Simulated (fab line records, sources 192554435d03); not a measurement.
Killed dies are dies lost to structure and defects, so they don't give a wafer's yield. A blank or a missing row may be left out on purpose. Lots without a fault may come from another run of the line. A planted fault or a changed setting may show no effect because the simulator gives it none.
Split-lot experiment | flow n5_finfet | 7 lots, 21 wafers read, on a route of 1938 steps

THE SPLIT
At N5_BEOL_M14_ILD_DEP_00 (deposits SiO2 from TEOS/O2, target thk 1119.3 nm, time 237.4 s), the setting temp_c was moved away from the recipe's 400 C on 6 of the 21 wafers read, by -1.5% to +1.9%. The other wafers ran this setting at the recipe's value.

The file shows no step between the split and the reading.

THE READING
M14_ILD_THK, in nm, at N5_BEOL_M14_THK_MEAS_01. Fault-free wafers of this fab line usually give 1113 nm, standard deviation 14 nm.

wafer  | tool, chamber at the split | temp_c as run, C | against the recipe | M14_ILD_THK, nm | against lot-mates on the recipe
L075.2 | pecvd-02, 0                | 400              | recipe             | 1098            | -
L075.3 | pecvd-02, 2                | 400              | recipe             | 1120            | -
L075.4 | pecvd-02, 1                | 400              | recipe             | 1122            | -
L077.3 | pecvd-04, 1                | 407.6            | +1.9%              | 1047            | -76
L077.4 | pecvd-04, 0                | 400              | recipe             | 1124            | -
L077.6 | pecvd-04, 1                | 400              | recipe             | 1123            | -
L080.3 | pecvd-02, 0                | 394.7            | -1.3%              | 1141            | +10
L080.4 | pecvd-02, 0                | 400              | recipe             | 1131            | -
L080.6 | pecvd-02, 1                | 394.7            | -1.3%              | 1159            | +28
L084.1 | pecvd-02, 1                | 400              | recipe             | 1106            | -
L084.3 | pecvd-02, 0                | 400              | recipe             | 1116            | -
L084.5 | pecvd-02, 0                | 400              | recipe             | 1133            | -
L092.1 | pecvd-04, 2                | 400              | recipe             | 1122            | -
L092.3 | pecvd-04, 0                | 400              | recipe             | 1127            | -
L092.6 | pecvd-04, 2                | 407.6            | +1.9%              | 1076            | -48
L095.1 | pecvd-02, 0                | 400              | recipe             | 1092            | -
L095.3 | pecvd-02, 1                | 400              | recipe             | 1103            | -
L095.6 | pecvd-02, 1                | 400              | recipe             | 1117            | -
L096.2 | pecvd-02, 2                | 393.8            | -1.5%              | 1141            | +35
L096.3 | pecvd-02, 0                | 393.8            | -1.5%              | 1156            | +50
L096.4 | pecvd-02, 2                | 400              | recipe             | 1106            | -

THE FIT
A straight line over all 21 wafers: M14_ILD_THK changes by -25.8 nm for each +1% of temp_c; r = -0.88; the points scatter about the line by 12 nm.
The same after taking each lot's own level away (the mean of its wafers on the recipe; 21 wafers): -27.3 nm for each +1%; r = -0.91; scatter 11 nm.
On that fit, the largest move of temp_c shifts the reading by 52 nm.
The lots' own levels span 1104.0 to 1131.0 nm, that is 1.9 times the standard deviation above.
So the lot-to-lot level changes the slope little: the two slopes agree.
Check: with one of the wafers moved furthest among these (+1.9%) left out of the fit, the line predicts -44.9 nm for it against its lot-mates. It came out at -76.5 nm against them.

OTHER SPLITS ON THESE WAFERS
These wafers also went through other splits before the reading. Each is held against what the fit with the lots' levels taken away leaves over:
other split on the same wafers     | wafers away from the commonest value | r with M14_ILD_THK (lot level and that fit taken away)
N5_BEOL_M10_HM_DEP_02 target_thk_a | 4                                    | -0.19
N5_BEOL_M10_DEP_56 time_s          | 7                                    | +0.42
N5_BEOL_M11_DESCUM_16 time_s       | 6                                    | +0.33
N5_BEOL_M11_COAT_64 spin_rpm       | 8                                    | +0.28
N5_BEOL_M12_SPUTTER_43 power_w     | 4                                    | -0.21
N5_BEOL_M12_DEP_53 time_s          | 7                                    | -0.25
N5_BEOL_M13_CMP_49 down_force_psi  | 8                                    | +0.05

THE WHOLE CHAIN: every reading that the file lists as answering this split, in the file's order
step                    | what it does                                                   | reading                                                                             | change (the file's fit)              | r (the file's)
N5_BEOL_M14_ILD_DEP_00  | deposits SiO2 from TEOS/O2, target thk 1119.3 nm, time 237.4 s | SiO2_of_BEOL_M14_ILD_DEP_00.thk_nm (the simulator's own value, which no gauge read) | -28.9 nm for each +1% of the setting | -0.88
N5_BEOL_M14_THK_MEAS_01 |                                                                | M14_ILD_THK                                                                         | -28.8 for each +1% of the setting    | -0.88
N5_BEOL_M14_VIA_ETCH_16 | etches SiO2 in C4F8/O2/Ar, target depth 1231.3 nm              | etch.depth_nm (the simulator's own value, which no gauge read)                      | -28.9 nm for each +1% of the setting | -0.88

THE FILE'S OWN FIT
M14_ILD_THK changes by -28.8 nm for each +1% of temp_c, r = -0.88.
